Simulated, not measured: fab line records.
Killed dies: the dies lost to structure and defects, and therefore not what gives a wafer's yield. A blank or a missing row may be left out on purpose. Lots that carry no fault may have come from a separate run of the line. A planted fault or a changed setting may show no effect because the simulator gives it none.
Matching of chambers	flow n5_finfet	N5_FIN_SAQP_PECVD_06 on pecvd-01: 3 sister chambers
The step deposits a-Si from SiH4/He, target thk 60 nm, time 48.1 s. 3 wafers are shown with their chamber, then 7 later ones without.

== WAFERS, EACH WITH ITS CHAMBER ==
wafer	chamber	throttle_valve_pct (%)
L086.6	2	16.3
L091.1	0	19.3
L091.4	1	17.8

== WAFERS WHOSE CHAMBER IS MISSING ==
wafer	throttle_valve_pct (%)
L091.5	16.0
L094.1	19.1
L094.4	16.3
L094.5	17.7
L096.1	18.1
L096.2	16.0
L096.4	16.2

== THE CHAMBER EACH PASSED THROUGH ==
wafer	from the rows above	in truth
L091.5	2	2
L094.1	0	0
L094.4	2	2
L094.5	1	1
L096.1	1	1
L096.2	2	2
L096.4	2	2
7 of 7 placed correctly. Number that these rows cannot place: 0. 0 placed wrongly.
How it was worked out, from the rows above alone: a wafer's distance from a chamber is the root of the sum, over the readings, of the square of ((its reading less the chamber's mean) divided by the reading's scatter). The wafer belongs to the nearest chamber; if the next one is less than 2 further off, it can't be placed. The mean given for a chamber averages the wafers shown for that chamber. The scatter: root of mean squared gap, hidden wafer to nearest shown wafer, with one shown wafer a chamber.
